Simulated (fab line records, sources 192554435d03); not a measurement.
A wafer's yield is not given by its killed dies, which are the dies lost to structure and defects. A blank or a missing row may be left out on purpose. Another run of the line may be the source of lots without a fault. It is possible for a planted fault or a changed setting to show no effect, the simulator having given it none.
Matching of chambers    flow n5 finfet    N5_MOL_CONTACT_COAG_STRIP_96 on rie diel-06 has 3 sister chambers
The step strips in N2/H2. 3 wafers are shown with their chamber, then 7 later ones without.

WAFERS WITH THEIR CHAMBER
wafer   chamber  drypump motor current A (A)
L090.4  1        6.0
L090.6  2        5.5
L091.1  3        6.5

WAFERS WITH NO CHAMBER GIVEN
wafer   drypump motor current A (A)
L091.5  6.0
L091.6  5.4
L094.2  6.5
L094.4  5.5
L094.5  6.5
L097.5  6.5
L097.6  5.4

CHAMBER TAKEN BY EACH
wafer   from the rows above  in truth
L091.5  1                    1
L091.6  2                    2
L094.2  3                    3
L094.4  2                    2
L094.5  3                    3
L097.5  3                    3
L097.6  2                    2
7 of 7 placed correctly. From these rows, 0 cannot be placed. 0 placed wrongly.
How it was worked out, from the rows above alone: a wafer's distance from a chamber is the root of the sum, over the readings, of the square of ((its reading less the chamber's mean) divided by the reading's scatter). The wafer belongs to the nearest chamber; if the next one is less than 2 further off, it can't be placed. The mean given for a chamber averages the wafers shown for that chamber. The scatter: root of mean squared gap, hidden wafer to nearest shown wafer, with one shown wafer a chamber.
